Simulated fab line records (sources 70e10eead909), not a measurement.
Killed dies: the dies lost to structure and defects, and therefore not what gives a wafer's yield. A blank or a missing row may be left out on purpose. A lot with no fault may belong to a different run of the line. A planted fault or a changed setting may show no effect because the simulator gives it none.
fab line records	flow nandHarc
[record] lots = 24	wafers = 72	lastDay = 33
route steps=1302 shown A_M0@1148 A_M1@1182
lots untouched by any fault: they come from a run of this same line in which no faults occurred
startH: the number of hours between the record's first day and the start of the first shown wafer of the lot	waitH: hours from the lot's prior step to this one	" identical to the entry in the row above	L1.1+2: a row that stands for several wafers	- no value, or no start given	* or withheld: withheld	< > ~ a bound
route shown NAME@n: a module of which the file shows steps, and the number in the route of the first	usual: average and standard deviation across the fault-free wafers	same: alike in all rows	chamber/n: place in a boat	sites: readings site by site	_std_site: how widely they spread, as a standard deviation	_edge_site: the outer-site mean with the inner-site mean subtracted	radiusMm: how far each site lies from the wafer's centre	mask NAME#n: copy n	behind: the tool/chamber that last shaped the wafer	hold: what put the lot on hold/how long, in hours/how the hold closed	device: whichever transistor did not switch (one of n, p or np)	end of line: at the end of the route, the tests of the same wafers	for a step that has no rows: nothing shown but its recipe	killed: dies lost to structure and defects at the first sort, not the wafer's yield	map: a wafer's dies, marking killed ones x, the rest . and places with no die _
set.NAME: setting as actually run; set.NAME@STEP: the setting as run at that earlier step	model.NAME: the simulator's own value behind a step, which no gauge read
steps of the route over a sample of lots; a table a step, a row a wafer
services: the hour from which a tool's chamber was out of use, counted from the record's first day as startH (under 0 if before that day), plus the number of hours and why
[[steps]]
[step NHARC_A_M0_OVL_MEAS_10]
[recipe] pitchNm = 160
[usual] overlayXNm = -0.2/0.65	overlayYNm = -0.1/0.83
lot.wafer	tool	chamber	startH	waitH	overlayXNm	overlayYNm
L074.1	overlay-02	-	496.81	-	-0.5	-0.8
L074.2	"	-	"	"	-0.9	-0.5
L074.4	"	-	"	"	-0.7	-0.1
L075.1	overlay-01	-	524.97	-	-0.7	0.5
L075.3	"	-	"	"	-0.6	1.0
L075.6	"	-	"	"	-0.5	0.8
L077.4	overlay-01	-	540.38	-	0.4	-1.3
L077.5	"	-	"	"	0.2	-0.9
L077.6	"	-	"	"	0.6	-1.6
L076.1	overlay-02	-	540.67	-	-0.2	0.1
L076.4	"	-	"	"	-0.7	0.6
L076.5	"	-	"	"	-0.8	-0.3
L078.1	overlay-02	-	568.08	-	0.1	-0.2
L078.2	"	-	"	"	-0.4	-0.7
L078.6	"	-	"	"	-0.1	-0.3
L079.1	overlay-01	-	571.40	-	-1.0	-1.1
L079.4	"	-	"	"	-0.3	-1.5
L079.6	"	-	"	"	-1.1	-1.5
L080.2	overlay-02	-	580.36	-	-1.0	1.2
L080.3	"	-	"	"	-0.7	0.9
L080.5	"	-	"	"	-1.2	0.8
L081.2	overlay-02	-	586.14	-	-1.0	-1.3
L081.3	"	-	"	"	-0.8	-1.5
L081.4	"	-	"	"	-0.8	-1.3
L082.3	overlay-01	-	589.33	-	-0.3	0.3
L082.4	"	-	"	"	-0.5	0.4
L082.5	"	-	"	"	-0.1	0.3
L083.3	overlay-02	-	602.66	-	0.6	0.4
L083.4	"	-	"	"	0.6	-0.3
L083.6	"	-	"	"	0.1	0.3
L085.1	overlay-01	-	615.11	-	-1.4	-1.6
L085.3	"	-	"	"	-1.4	-2.0
L085.4	"	-	"	"	-1.6	-1.3
L084.1	overlay-02	-	617.06	-	1.1	0.2
L084.5	"	-	"	"	0.7	0.5
L084.6	"	-	"	"	1.5	0.0
L086.2	overlay-01	-	636.26	-	-0.8	-0.1
L086.5	"	-	"	"	-1.1	-0.3
L086.6	"	-	"	"	-0.7	-0.2
L087.1	overlay-02	-	637.73	-	-0.5	-0.3
L087.2	"	-	"	"	-0.2	0.1
L087.6	"	-	"	"	-0.1	0.1
L089.1	overlay-02	-	669.39	-	0.4	0.3
L089.2	"	-	"	"	0.6	0.5
L089.6	"	-	"	"	0.7	-0.2
L088.1	overlay-02	-	671.96	-	-0.3	0.9
L088.4	"	-	"	"	-0.4	0.4
L088.5	"	-	"	"	-0.1	0.8
L090.1	overlay-02	-	680.61	-	0.6	-0.5
L090.4	"	-	"	"	0.8	-0.9
L090.6	"	-	"	"	0.8	0.2
L091.1	overlay-01	-	681.14	-	-0.2	-1.2
L091.2	"	-	"	"	-0.1	-1.9
L091.4	"	-	"	"	0.1	-2.0
L092.2	overlay-01	-	686.48	-	0.1	0.6
L092.4	"	-	"	"	0.3	0.2
L092.6	"	-	"	"	0.3	0.0
L093.1	overlay-01	-	709.03	-	-0.1	-0.5
L093.2	"	-	"	"	0.1	0.2
L093.5	"	-	"	"	0.5	0.0
L094.1	overlay-02	-	711.61	-	-0.7	-0.7
L094.4	"	-	"	"	-1.0	-0.5
L094.5	"	-	"	"	-0.3	-0.3
L095.2	overlay-02	-	731.91	-	-0.4	1.1
L095.4	"	-	"	"	-0.6	1.5
L095.5	"	-	"	"	-0.1	0.8
L096.2	overlay-01	-	735.05	-	0.5	1.0
L096.4	"	-	"	"	-0.4	0.8
L096.6	"	-	"	"	0.3	0.6
L097.2	overlay-02	-	738.58	-	0.1	0.7
L097.4	"	-	"	"	0.2	0.4
L097.6	"	-	"	"	-0.5	0.5
[step NHARC_A_M0_ETCH_15]
[recipe] targetDepthA = 1500	overetchA = 150	timeS = 82.5	c4f8FlowSccm = withheld	arFlowSccm = 400	rfW = 600	biasW = 300	chemistry = C4F8/Ar
[usual] oesProductAu = 0.948/0.022	rfVppV = 441.1/2.1
lot.wafer	tool	chamber	startH	waitH	oesProductAu	rfHoursCounterH	rfVppV
L074.4	rieDiel-12	1	-	-	0.981	2.8	441.0
L074.1	"	2	"	"	0.975	2.3	439.0
L074.2	"	0	"	"	0.961	3.0	440.9
L075.3	rieDiel-12	3	-	-	0.982	4.7	439.6
L075.1	"	0	"	"	0.970	5.0	440.9
L075.6	"	2	"	"	0.970	-	436.5
L077.4	rieDiel-12	2	-	-	0.966	4.1	440.9
L077.5	"	0	"	"	0.971	-	441.6
L077.6	"	1	"	"	0.979	-	441.8
L076.1	rieDiel-03	3	-	-	0.926	4.4	439.5
L076.4	"	1	"	"	0.930	5.0	443.8
L076.5	"	3	"	"	0.932	-	440.0
L078.1	rieDiel-10	0	-	-	0.956	9.3	442.5
L078.2	"	1	"	"	0.971	8.4	438.9
L078.6	"	0	"	"	0.960	-	444.1
L079.1	rieDiel-10	0	-	-	0.925	9.4	443.8
L079.4	"	1	"	"	0.930	8.4	438.1
L079.6	"	1	"	"	0.934	-	437.6
L080.2	rieDiel-03	1	-	-	0.938	6.0	442.0
L080.3	"	2	"	"	0.929	7.0	442.3
L080.5	"	1	"	"	0.941	-	443.1
L081.4	rieDiel-03	1	-	-	0.929	6.2	444.9
L081.3	"	2	"	"	0.920	7.2	442.6
L081.2	"	3	"	"	0.927	6.2	438.5
L082.3	rieDiel-12	1	-	-	0.916	7.9	441.8
L082.4	"	3	"	"	0.924	7.4	441.2
L082.5	"	0	"	"	0.923	-	439.4
L083.4	rieDiel-12	3	-	-	0.911	8.8	441.0
L083.3	"	0	"	"	0.924	9.7	441.2
L083.6	"	3	"	"	0.911	-	440.9
L085.4	rieDiel-03	2	-	-	0.919	9.5	441.8
L085.1	"	0	"	"	0.933	6.6	445.4
L085.3	"	1	"	"	0.938	7.6	445.9
L084.1	rieDiel-03	0	-	-	0.959	6.8	445.4
L084.6	"	3	"	"	0.964	-	440.1
L084.5	"	0	"	"	0.957	-	445.5
L086.2	rieDiel-12	1	-	-	0.984	0.1	441.0
L086.5	"	3	"	"	0.960	-	440.6
L086.6	"	0	"	"	0.978	-	439.8
L087.2	rieDiel-12	0	-	-	0.961	0.3	440.3
L087.1	"	1	"	"	0.986	0.2	441.6
L087.6	"	0	"	"	0.962	-	440.4
L089.1	rieDiel-12	0	-	-	0.982	2.4	442.2
L089.2	"	1	"	"	0.980	2.5	443.1
L089.6	"	3	"	"	0.955	-	440.1
L088.1	rieDiel-12	1	-	-	0.962	2.5	441.7
L088.4	"	3	"	"	0.974	2.2	439.9
L088.5	"	1	"	"	0.962	-	441.2
L090.1	rieDiel-03	2	-	-	0.960	2.6	442.0
L090.4	"	1	"	"	0.983	2.1	442.5
L090.6	"	2	"	"	0.961	-	442.8
L091.2	rieDiel-12	2	-	-	0.955	2.4	439.5
L091.4	"	3	"	"	0.963	2.4	440.4
L091.1	"	0	"	"	0.959	2.6	439.5
L092.2	rieDiel-10	1	-	-	0.952	0.7	439.5
L092.6	"	0	"	"	0.950	-	445.2
L092.4	"	1	"	"	0.950	-	439.3
L093.2	rieDiel-10	2	-	-	0.945	2.0	440.7
L093.1	"	1	"	"	0.937	3.4	437.7
L093.5	"	2	"	"	0.942	-	442.5
L094.1	rieDiel-12	3	-	-	0.922	4.5	439.4
L094.4	"	0	"	"	0.926	-	439.5
L094.5	"	2	"	"	0.919	-	438.0
L095.4	rieDiel-12	1	-	-	0.926	4.2	441.5
L095.2	"	3	"	"	0.931	5.1	439.3
L095.5	"	0	"	"	0.927	-	440.7
L096.4	rieDiel-12	1	-	-	0.935	4.3	441.3
L096.2	"	0	"	"	0.928	5.3	441.8
L096.6	"	1	"	"	0.923	-	442.0
L097.4	rieDiel-03	3	-	-	0.932	5.8	439.8
L097.2	"	2	"	"	0.915	5.6	440.8
L097.6	"	3	"	"	0.930	-	440.9
[step NHARC_A_M1_DESCUM_14]
[recipe] timeS = 3	o2FlowSccm = 200	arFlowSccm = 0	biasPowerW = 0	chemistry = O2
[usual] drypumpMotorCurrentA = 5.5/0.47	oesProductAu = 1.002/0.008	rfVppV = 57.8/0.92	showerheadPlenumPTorr = 1.92/0.085	throttleValvePct = 11.312/0.0098
lot.wafer	tool	chamber	startH	waitH	drypumpMotorCurrentA	oesProductAu	rfHoursCounterH	rfVppV	showerheadPlenumPTorr	throttleValvePct
L074.4	rieDiel-11	0	500.96	0.1	5.1	0.996	3	57.9	1.83	11.308
L074.2	"	1	"	"	5.0	1.000	3	56.2	1.91	11.320
L074.1	"	3	"	"	6.1	0.998	3	56.9	1.81	11.331
L075.3	rieDiel-02	1	529.00	0.1	4.9	0.990	5	57.7	2.05	11.306
L075.1	"	2	"	"	5.7	1.004	6	57.3	1.82	11.325
L075.6	"	0	"	"	5.1	1.007	-	58.5	1.98	11.315
L077.4	rieDiel-06	1	544.55	0.1	5.9	1.021	2	56.9	1.94	11.300
L077.6	"	3	"	"	4.6	1.002	-	56.6	1.92	11.313
L077.5	"	0	"	"	6.1	0.999	-	56.8	2.03	11.309
L076.4	rieDiel-06	0	545.26	0.1	6.1	1.004	1	57.1	2.03	11.308
L076.1	"	3	"	"	4.6	1.000	1	57.8	1.92	11.298
L076.5	"	0	"	"	6.2	0.994	-	58.5	2.03	11.312
L078.1	rieDiel-11	2	572.28	0.1	5.9	1.010	9	57.7	1.93	11.310
L078.2	"	3	"	"	6.1	0.998	8	58.2	1.80	11.305
L078.6	"	0	"	"	5.1	1.018	-	59.0	1.83	11.307
L079.1	rieDiel-11	3	575.42	0.1	6.1	1.000	8	56.1	1.80	11.328
L079.4	"	0	"	"	5.1	1.011	6	57.2	1.83	11.324
L079.6	"	0	"	"	5.1	1.004	-	57.5	1.83	11.305
L080.3	rieDiel-02	0	584.40	0.1	5.1	1.009	0	59.3	1.98	11.318
L080.2	"	2	"	"	5.7	0.998	0	55.5	1.82	11.320
L080.5	"	1	"	"	4.9	1.002	-	58.6	2.05	11.304
L081.4	rieDiel-02	0	590.39	0.1	5.2	1.010	0	57.9	1.98	11.308
L081.2	"	1	"	"	4.9	1.000	0	58.6	2.05	11.322
L081.3	"	3	"	"	5.9	1.002	0	56.9	1.90	11.316
L082.4	rieDiel-11	0	593.59	0.1	5.1	1.000	7	57.5	1.83	11.327
L082.3	"	1	"	"	4.9	1.001	8	58.4	1.91	11.320
L082.5	"	1	"	"	4.9	1.004	-	57.9	1.91	11.309
L083.3	rieDiel-02	1	606.69	0.1	4.9	1.006	1	57.4	2.05	11.313
L083.4	"	3	"	"	5.9	1.004	1	57.4	1.90	11.318
L083.6	"	2	"	"	5.7	1.008	-	55.8	1.82	11.308
L085.3	rieDiel-02	3	619.26	0.1	5.9	1.018	1	57.8	1.90	11.313
L085.4	"	0	"	"	5.1	1.020	1	58.4	1.98	11.318
L085.1	"	1	"	"	4.9	1.011	1	58.2	2.05	11.331
L084.1	rieDiel-02	3	621.21	0.1	5.9	1.017	2	59.0	1.90	11.302
L084.5	"	3	"	"	5.9	1.004	-	57.3	1.90	11.317
L084.6	"	0	"	"	5.2	1.024	-	58.3	1.98	11.320
L086.2	rieDiel-06	1	640.44	0.1	5.9	0.999	3	57.9	1.94	11.318
L086.6	"	0	"	"	6.2	1.008	-	58.7	2.03	11.318
L086.5	"	1	"	"	5.9	1.005	-	57.2	1.94	11.307
L087.2	rieDiel-06	0	641.77	0.1	6.2	1.001	3	57.5	2.03	11.316
L087.1	"	1	"	"	6.0	1.003	3	57.2	1.94	11.317
L087.6	"	0	"	"	6.2	1.002	-	58.9	2.03	11.321
L089.2	rieDiel-06	2	673.42	0.1	5.5	0.989	0	57.3	1.79	11.301
L089.1	"	0	"	"	6.2	0.987	0	58.9	2.03	11.319
L089.6	"	2	"	"	5.5	0.991	-	57.8	1.79	11.300
L088.1	rieDiel-06	1	676.13	0.1	6.0	0.993	0	58.0	1.94	11.320
L088.4	"	0	"	"	6.2	0.987	-	57.6	2.03	11.304
L088.5	"	1	"	"	5.9	0.990	-	57.5	1.94	11.311
L090.1	rieDiel-06	2	684.79	0.1	5.5	1.002	0	56.8	1.79	11.308
L090.4	"	1	"	"	6.0	1.003	-	59.0	1.94	11.326
L090.6	"	2	"	"	5.5	1.004	-	57.8	1.79	11.310
L091.1	rieDiel-06	0	685.34	0.1	6.2	1.002	0	58.5	2.03	11.319
L091.2	"	1	"	"	5.9	1.004	0	55.9	1.94	11.307
L091.4	"	1	"	"	6.0	1.004	-	57.4	1.94	11.339
L092.2	rieDiel-06	0	690.68	0.1	6.1	0.993	1	58.4	2.03	11.308
L092.4	"	0	"	"	6.2	0.992	-	58.0	2.03	11.309
L092.6	"	2	"	"	5.5	0.992	-	57.4	1.79	11.312
L093.1	rieDiel-02	2	713.28	0.1	5.7	1.009	9	59.0	1.82	11.311
L093.2	"	3	"	"	5.9	0.998	9	58.1	1.89	11.295
L093.5	"	0	"	"	5.1	1.015	-	59.1	1.98	11.306
L094.4	rieDiel-11	2	715.78	0.1	6.0	1.007	7	58.4	1.92	11.323
L094.1	"	3	"	"	6.1	1.003	7	56.9	1.80	11.310
L094.5	"	0	"	"	5.1	0.997	-	58.7	1.83	11.286
L095.2	rieDiel-11	1	736.20	0.1	5.0	1.003	7	58.5	1.90	11.316
L095.4	"	1	"	"	5.0	0.995	-	57.3	1.90	11.309
L095.5	"	2	"	"	5.9	1.006	-	59.2	1.92	11.318
L096.2	rieDiel-02	3	739.19	0.1	5.9	1.002	11	56.8	1.89	11.319
L096.4	"	1	"	"	5.0	0.994	11	59.1	2.04	11.318
L096.6	"	3	"	"	5.9	1.010	-	56.2	1.89	11.324
L097.2	rieDiel-02	3	742.86	0.1	5.8	1.005	11	57.8	1.89	11.318
L097.4	"	2	"	"	5.7	1.008	11	58.7	1.82	11.303
L097.6	"	3	"	"	5.9	1.008	-	56.4	1.89	11.319
[step NHARC_A_M1_STRIP_18]
[recipe] powerW = 1000	n2FlowSccm = 150	h2FlowSccm = 150	arFlowSccm = 0	biasW = 0	chemistry = N2/H2
[usual] drypumpMotorCurrentA = 5.5/0.5	oesProductAu = 1.003/0.0071	rfVppV = 90.6/0.98	showerheadPlenumPTorr = 2.03/0.085	throttleValvePct = 14.170/0.0083
lot.wafer	tool	chamber	startH	waitH	drypumpMotorCurrentA	oesProductAu	rfHoursCounterH	rfVppV	showerheadPlenumPTorr	throttleValvePct
L074.1	rieDiel-02	0	501.38	0.1	5.2	1.014	5	92.0	2.11	14.174
L074.2	"	2	"	"	5.7	1.010	5	90.3	1.94	14.198
L074.4	"	2	"	"	5.7	1.010	-	88.9	1.94	14.172
L075.1	rieDiel-06	2	529.37	0.1	5.5	1.000	1	89.4	1.90	14.169
L075.3	"	1	"	"	5.9	1.000	1	91.5	2.07	14.165
L075.6	"	3	"	"	4.6	1.015	-	88.7	2.05	14.168
L077.4	rieDiel-02	0	544.94	0.1	5.2	1.007	8	90.3	2.11	14.169
L077.6	"	3	"	"	5.9	1.005	-	90.6	2.02	14.161
L077.5	"	0	"	"	5.2	1.009	-	91.7	2.11	14.184
L076.4	rieDiel-11	2	545.64	0.1	5.9	1.003	6	91.3	2.06	14.175
L076.1	"	0	"	"	5.2	1.002	5	89.7	1.95	14.172
L076.5	"	3	"	"	6.1	0.995	-	90.3	1.92	14.172
L078.1	rieDiel-11	3	572.64	0.1	6.1	1.003	8	89.7	1.92	14.168
L078.2	"	2	"	"	5.9	0.997	9	91.4	2.05	14.177
L078.6	"	3	"	"	6.1	1.005	-	88.3	1.92	14.183
L079.1	rieDiel-11	1	575.80	0.1	5.0	1.002	8	88.6	2.03	14.166
L079.4	"	0	"	"	5.1	0.994	6	88.4	1.95	14.167
L079.6	"	2	"	"	6.0	1.002	-	92.1	2.06	14.171
L080.2	rieDiel-06	1	584.78	0.1	5.9	1.013	2	91.4	2.06	14.165
L080.3	"	0	"	"	6.2	1.003	2	91.4	2.16	14.173
L080.5	"	2	"	"	5.5	1.004	-	90.0	1.90	14.176
L081.4	rieDiel-11	2	590.77	0.1	6.0	1.004	9	92.3	2.05	14.172
L081.2	"	0	"	"	5.1	0.997	6	89.9	1.95	14.171
L081.3	"	1	"	"	4.9	0.999	8	90.5	2.03	14.175
L082.3	rieDiel-02	1	594.00	0.1	5.0	1.008	1	92.2	2.19	14.175
L082.4	"	1	"	"	4.9	1.015	-	91.0	2.19	14.157
L082.5	"	3	"	"	5.9	1.016	-	90.0	2.02	14.178
L083.4	rieDiel-06	3	607.10	0.1	4.6	1.019	3	90.3	2.05	14.181
L083.3	"	1	"	"	6.0	1.017	3	90.1	2.07	14.163
L083.6	"	2	"	"	5.5	1.011	-	89.1	1.90	14.170
L085.3	rieDiel-06	3	619.65	0.1	4.6	1.006	3	91.0	2.05	14.183
L085.1	"	0	"	"	6.2	1.000	3	91.9	2.16	14.164
L085.4	"	1	"	"	6.0	1.004	3	90.8	2.06	14.168
L084.1	rieDiel-11	3	621.67	0.1	6.1	1.006	0	89.5	1.92	14.162
L084.6	"	0	"	"	5.1	0.996	-	90.9	1.95	14.181
L084.5	"	1	"	"	5.0	0.990	-	91.9	2.03	14.162
L086.2	rieDiel-06	2	640.81	0.1	5.5	0.999	4	90.3	1.90	14.176
L086.5	"	2	"	"	5.5	1.003	-	90.8	1.90	14.183
L086.6	"	3	"	"	4.6	1.002	-	91.4	2.05	14.162
L087.1	rieDiel-06	2	642.15	0.1	5.5	1.001	4	90.4	1.90	14.175
L087.2	"	0	"	"	6.1	0.999	3	92.3	2.16	14.174
L087.6	"	3	"	"	4.6	1.006	-	91.4	2.05	14.174
L089.2	rieDiel-11	2	673.86	0.1	5.9	1.003	5	89.5	2.05	14.162
L089.1	"	3	"	"	6.1	1.005	5	90.4	1.92	14.174
L089.6	"	2	"	"	5.9	0.988	-	91.1	2.05	14.151
L088.1	rieDiel-02	2	676.54	0.1	5.7	1.004	7	89.8	1.94	14.175
L088.4	"	0	"	"	5.1	1.003	7	91.2	2.11	14.159
L088.5	"	3	"	"	5.9	1.013	-	90.5	2.02	14.183
L090.1	rieDiel-11	2	685.21	0.1	5.9	1.002	6	90.8	2.05	14.164
L090.4	"	0	"	"	5.1	1.003	5	89.7	1.95	14.159
L090.6	"	1	"	"	4.9	0.993	-	90.5	2.03	14.166
L091.2	rieDiel-11	2	685.78	0.1	5.9	1.006	6	90.4	2.05	14.164
L091.4	"	3	"	"	6.1	1.011	5	90.1	1.92	14.165
L091.1	"	0	"	"	5.1	0.994	5	90.3	1.95	14.160
L092.4	rieDiel-02	3	691.11	0.1	5.9	1.001	8	90.9	2.02	14.172
L092.2	"	2	"	"	5.7	0.999	8	89.9	1.94	14.183
L092.6	"	3	"	"	5.9	1.007	-	89.8	2.02	14.166
L093.1	rieDiel-06	1	713.67	0.1	5.9	1.007	1	90.4	2.06	14.167
L093.2	"	3	"	"	4.6	1.015	1	89.9	2.05	14.169
L093.5	"	0	"	"	6.2	0.992	-	89.8	2.16	14.161
L094.4	rieDiel-06	1	716.17	0.1	5.9	0.996	1	90.7	2.06	14.168
L094.1	"	2	"	"	5.5	1.001	1	90.6	1.90	14.183
L094.5	"	1	"	"	5.9	1.016	-	90.3	2.06	14.168
L095.2	rieDiel-02	1	736.63	0.1	4.9	1.007	11	89.8	2.18	14.173
L095.4	"	3	"	"	5.9	1.003	11	91.1	2.02	14.173
L095.5	"	1	"	"	4.9	1.006	-	91.3	2.18	14.160
L096.4	rieDiel-06	3	739.59	0.1	4.6	1.003	1	89.9	2.05	14.173
L096.2	"	0	"	"	6.2	1.001	2	90.6	2.16	14.166
L096.6	"	2	"	"	5.5	1.000	-	92.2	1.90	14.165
L097.4	rieDiel-02	1	743.24	0.1	4.9	1.008	11	92.1	2.18	14.181
L097.2	"	2	"	"	5.7	1.010	11	89.2	1.94	14.167
L097.6	"	2	"	"	5.7	1.010	-	89.2	1.94	14.180
[step NHARC_A_M1_DEGAS_29]
[recipe] tempC = 250	timeS = 60
[usual] heaterPowerW = 344/41
lot.wafer	tool	chamber	startH	waitH	heaterPowerW
L074.4	pvdSputter-01	-	502.05	-	298
L074.1	"	-	"	"	363
L074.2	"	-	"	"	311
L075.3	pvdSputter-01	-	530.01	-	306
L075.1	"	-	"	"	406
L075.6	"	-	"	"	296
L077.4	pvdSputter-01	-	545.55	-	405
L077.6	"	-	"	"	400
L077.5	"	-	"	"	303
L076.4	pvdSputter-03	-	546.28	-	393
L076.1	"	-	"	"	345
L076.5	"	-	"	"	388
L078.1	pvdSputter-01	-	573.29	-	376
L078.2	"	-	"	"	416
L078.6	"	-	"	"	304
L079.1	pvdSputter-01	-	576.45	-	309
L079.4	"	-	"	"	298
L079.6	"	-	"	"	402
L080.2	pvdSputter-03	-	585.42	-	349
L080.3	"	-	"	"	306
L080.5	"	-	"	"	326
L081.4	pvdSputter-03	-	591.41	-	329
L081.2	"	-	"	"	352
L081.3	"	-	"	"	319
L082.4	pvdSputter-03	-	594.67	-	345
L082.3	"	-	"	"	392
L082.5	"	-	"	"	351
L083.3	pvdSputter-01	-	607.72	-	417
L083.4	"	-	"	"	294
L083.6	"	-	"	"	372
L085.3	pvdSputter-02	-	620.27	-	333
L085.4	"	-	"	"	398
L085.1	"	-	"	"	358
L084.1	pvdSputter-03	-	622.23	-	342
L084.6	"	-	"	"	351
L084.5	"	-	"	"	314
L086.2	pvdSputter-01	-	641.49	-	364
L086.6	"	-	"	"	367
L086.5	"	-	"	"	417
L087.2	pvdSputter-01	-	642.84	-	288
L087.1	"	-	"	"	370
L087.6	"	-	"	"	296
L089.1	pvdSputter-01	-	674.49	-	294
L089.2	"	-	"	"	291
L089.6	"	-	"	"	419
L088.4	pvdSputter-03	-	677.19	-	317
L088.1	"	-	"	"	390
L088.5	"	-	"	"	348
L090.1	pvdSputter-03	-	685.83	-	338
L090.4	"	-	"	"	386
L090.6	"	-	"	"	332
L091.4	pvdSputter-01	-	686.40	-	297
L091.2	"	-	"	"	367
L091.1	"	-	"	"	417
L092.4	pvdSputter-01	-	691.75	-	421
L092.2	"	-	"	"	298
L092.6	"	-	"	"	417
L093.2	pvdSputter-03	-	714.29	-	341
L093.1	"	-	"	"	394
L093.5	"	-	"	"	335
L094.1	pvdSputter-02	-	716.79	-	309
L094.4	"	-	"	"	390
L094.5	"	-	"	"	363
L095.2	pvdSputter-01	-	737.25	-	362
L095.4	"	-	"	"	301
L095.5	"	-	"	"	367
L096.2	pvdSputter-03	-	740.20	-	322
L096.4	"	-	"	"	337
L096.6	"	-	"	"	324
L097.4	pvdSputter-01	-	743.90	-	293
L097.2	"	-	"	"	299
L097.6	"	-	"	"	295
[step NHARC_A_M1_PRE_CLEAN_30]
[recipe] timeS = 30	tempC = 280	gas = H2/He
[usual] heaterPowerW = 422/51
lot.wafer	tool	chamber	startH	waitH	heaterPowerW
L074.1	pvdSputter-01	-	-	-	380
L074.4	"	-	"	"	376
L074.2	"	-	"	"	467
L075.1	pvdSputter-01	-	-	-	380
L075.3	"	-	"	"	502
L075.6	"	-	"	"	365
L077.4	pvdSputter-01	-	-	-	369
L077.6	"	-	"	"	371
L077.5	"	-	"	"	367
L076.4	pvdSputter-03	-	-	-	414
L076.1	"	-	"	"	474
L076.5	"	-	"	"	402
L078.1	pvdSputter-01	-	-	-	463
L078.2	"	-	"	"	491
L078.6	"	-	"	"	502
L079.4	pvdSputter-01	-	-	-	503
L079.1	"	-	"	"	459
L079.6	"	-	"	"	505
L080.2	pvdSputter-03	-	-	-	408
L080.3	"	-	"	"	417
L080.5	"	-	"	"	412
L081.3	pvdSputter-03	-	-	-	399
L081.4	"	-	"	"	385
L081.2	"	-	"	"	483
L082.4	pvdSputter-03	-	-	-	406
L082.3	"	-	"	"	383
L082.5	"	-	"	"	425
L083.4	pvdSputter-01	-	-	-	523
L083.3	"	-	"	"	366
L083.6	"	-	"	"	450
L085.3	pvdSputter-02	-	-	-	413
L085.4	"	-	"	"	490
L085.1	"	-	"	"	444
L084.1	pvdSputter-03	-	-	-	391
L084.5	"	-	"	"	381
L084.6	"	-	"	"	483
L086.2	pvdSputter-01	-	-	-	497
L086.5	"	-	"	"	358
L086.6	"	-	"	"	454
L087.2	pvdSputter-01	-	-	-	363
L087.1	"	-	"	"	445
L087.6	"	-	"	"	368
L089.2	pvdSputter-01	-	-	-	512
L089.1	"	-	"	"	361
L089.6	"	-	"	"	504
L088.1	pvdSputter-03	-	-	-	429
L088.4	"	-	"	"	487
L088.5	"	-	"	"	418
L090.1	pvdSputter-03	-	-	-	490
L090.4	"	-	"	"	411
L090.6	"	-	"	"	388
L091.4	pvdSputter-01	-	-	-	445
L091.2	"	-	"	"	526
L091.1	"	-	"	"	370
L092.2	pvdSputter-01	-	-	-	447
L092.4	"	-	"	"	363
L092.6	"	-	"	"	437
L093.1	pvdSputter-03	-	-	-	396
L093.2	"	-	"	"	419
L093.5	"	-	"	"	412
L094.4	pvdSputter-02	-	-	-	442
L094.1	"	-	"	"	410
L094.5	"	-	"	"	464
L095.2	pvdSputter-01	-	-	-	439
L095.4	"	-	"	"	368
L095.5	"	-	"	"	453
L096.4	pvdSputter-03	-	-	-	412
L096.2	"	-	"	"	371
L096.6	"	-	"	"	385
L097.4	pvdSputter-01	-	-	-	521
L097.2	"	-	"	"	358
L097.6	"	-	"	"	513
[[services]]
tool	chamber	startH	hours	kind
rieDiel-06	-	484.21	9.0	pm
pvdSputter-03	-	487.27	1.5	repair
rieDiel-02	1	495.57	9.1	repair
pvdSputter-03	-	526.00	10.0	pm
rieDiel-06	2	547.28	3.2	repair
rieDiel-02	-	570.70	9.0	pm
pvdSputter-01	-	582.00	10.0	pm
rieDiel-02	2	590.87	5.9	repair
rieDiel-12	2	591.49	8.6	repair
rieDiel-06	1	594.36	10.8	repair
rieDiel-02	1	607.30	10.9	repair
rieDiel-06	3	607.98	1.3	repair
rieDiel-11	-	609.50	9.0	pm
pvdSputter-01	-	610.30	1.8	repair
rieDiel-12	-	622.40	9.0	pm
rieDiel-11	-	629.02	0.4	repair
rieDiel-12	2	645.39	8.7	repair
rieDiel-02	-	651.80	0.4	repair
rieDiel-06	-	661.21	9.0	pm
pvdSputter-01	-	672.41	1.4	repair
pvdSputter-03	-	704.00	10.0	pm
rieDiel-11	-	724.49	11.5	repair
rieDiel-06	2	725.30	6.6	repair
rieDiel-06	-	730.21	1.6	repair
[[key]]
fault none
